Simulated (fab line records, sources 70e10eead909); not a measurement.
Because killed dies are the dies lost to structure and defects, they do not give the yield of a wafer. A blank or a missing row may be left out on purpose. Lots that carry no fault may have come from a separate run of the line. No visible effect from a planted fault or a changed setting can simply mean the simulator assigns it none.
Problem report, 8D (eight disciplines) form, completed by code || flow nand harc || the parts of the form that need people (team, actions taken, sign-off) are left out

## 1. WHAT WENT WRONG
At NHARC_A_CONTACT_CD_MEAS_69, cd nm averages 306.2 nm over 6 wafers from 2 lots, while fault-free wafers read 299.9 nm, standard deviation 0.59. Relative to the usual mean, that is a shift of +11 standard deviations.
The step: target cd 300 nm.
First observed at day 27 05:29: wafer L187.1, on cd sem-02. At this step, 30 wafers from 10 lots have a number in the record. The rule behind "out" and "out of limits": a value lying over 4 standard deviations away from the usual mean. All remaining wafers that have a number are taken as sound.

## 2. WHAT IT IS, WHAT IT ISN'T
{"question": "which readings at this step", "is": "cd nm", "is not": "-"}
{"question": "which lots", "is": "L187, L190", "is not": "L176, L178, L179, L184, L191, L193, L197, L199"}
{"question": "which wafers of those lots", "is": "all that have a number", "is not": "-"}
{"question": "read on which gauges", "is": "cd sem-02, cd sem-03", "is not": "cd sem-01"}
{"question": "when", "is": "from day 27 05:29", "is not": "up to then (12 sound wafers); but 12 sound wafers of L191, L193, L197, L199 came after"}

## 3. THE SUSPECTS, EACH WITH WHAT RULES IT OUT
Counting: a tool at any process step up to the reading remains a suspect when it ran all the lots that are out and ran no sound lot after the first of those.
- the gauge at NHARC_A_CONTACT_CD_MEAS_69 is ruled out. 2 gauges (cd sem-02, cd sem-03) read the wafers that are out.
- arfi scanner-01 at NHARC_A_CONTACT_EXPOSE_66 (exposes mask A CC 2): kept. It ran every lot that is out, first L187 (day 27 05:21), and no sound lot after that. On those wafers its own readings are out: exposure dose mJ cm2.
Remaining after the count: arfi scanner-01 at NHARC_A_CONTACT_EXPOSE_66.

## 4. THE CAUSE (what the simulator had put in)
Process parameter drift: arfi scanner-01, from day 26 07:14 on, at NHARC_A_CONTACT_EXPOSE_66. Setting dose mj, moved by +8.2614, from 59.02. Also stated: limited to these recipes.
This tool alone remained once counting was done.

## 5. THE CHAIN OF EFFECTS, in route order
One row per reading whose mean, taken over the struck wafers that have a number, lies over 3 standard deviations from the usual. Readings are gone through only where the record gives a usual standard deviation; hours: the median, over the lots, of the time from a lot's start at the first step in this table giving one to that lot's start at this step; sigmas: the change measured in usual standard deviations.
{"hours": 0, "step": "NHARC_A_CONTACT_EXPOSE_66", "reading": "exposure dose mJ cm2", "usual": 58.95, "on struck wafers": 66.42, "change": "+7.47", "sigmas": "+99 or more"}
{"hours": 0, "step": "NHARC_A_CONTACT_CD_MEAS_69", "reading": "cd nm", "usual": "299.9 nm", "on struck wafers": 306.2, "change": "+6.4", "sigmas": "+11"}
Process steps it contains:
- NHARC_A_CONTACT_EXPOSE_66: exposes mask A CC 2.

## 6. HOW IT WOULD HAVE BEEN CAUGHT EARLIER
In this record the first reading out of limits at a measuring or inspecting step was taken at day 27 05:29, 22 hours after the fault began at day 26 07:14.
The tool's own readings at NHARC_A_CONTACT_EXPOSE_66 were out on every struck wafer that the step has a row for (exposure dose mJ cm2): an alarm limit on them would have fired on the first of those.
L190, from the lots that are out (2), started NHARC_A_CONTACT_EXPOSE_66 on arfi scanner-01 later than day 27 05:29. A tool hold placed at that time would have kept it from harm.
